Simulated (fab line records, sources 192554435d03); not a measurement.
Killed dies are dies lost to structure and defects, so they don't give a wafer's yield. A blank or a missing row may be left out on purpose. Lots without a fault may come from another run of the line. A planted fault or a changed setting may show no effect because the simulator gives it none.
Chamber matching | flow n5_finfet | N5_BEOL_M6_ALD_77 on ald_metal-04: 4 sister chambers
The step deposits TaN, target thk 2 nm, pulse time 2 s, purge time 3 s. 7 wafers are shown with their chamber, then 8 later ones without.

WAFERS WITH THEIR CHAMBER
wafer  | chamber | heater_power_w (W)
L075.2 | 2       | 366
L082.1 | 1       | 442
L082.4 | 3       | 438
L080.3 | 0       | 379
L080.5 | 3       | 438
L080.6 | 0       | 374
L090.1 | 1       | 441

WAFERS WITHOUT THEIR CHAMBER
wafer  | heater_power_w (W)
L090.4 | 376
L090.5 | 370
L092.1 | 442
L092.2 | 438
L092.5 | 438
L093.1 | 364
L093.3 | 369
L093.5 | 447

WHICH CHAMBER EACH WENT THROUGH
wafer  | from the rows above     | in truth
L090.4 | 0                       | 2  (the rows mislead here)
L090.5 | can't be placed: 2 or 0 | 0
L092.1 | can't be placed: 1 or 3 | 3
L092.2 | can't be placed: 3 or 1 | 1
L092.5 | can't be placed: 3 or 1 | 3
L093.1 | 2                       | 2
L093.3 | 2                       | 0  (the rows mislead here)
L093.5 | can't be placed: 1 or 3 | 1
Placed correctly: 1 of 8. Can't be placed from these rows: 5 (the true chamber is among the candidates in 5). Placed wrongly: 2.
How it was worked out, from the rows above alone: a wafer's distance from a chamber is the root of the sum, over the readings, of the square of ((its reading less the chamber's mean) divided by the reading's scatter). The wafer belongs to the nearest chamber; if the next one is less than 2 further off, it can't be placed. A chamber's mean is the mean of its shown wafers. The scatter: the root of (the sum of the squares of (reading less its chamber's mean) over the shown wafers, divided by (wafers less chambers)).
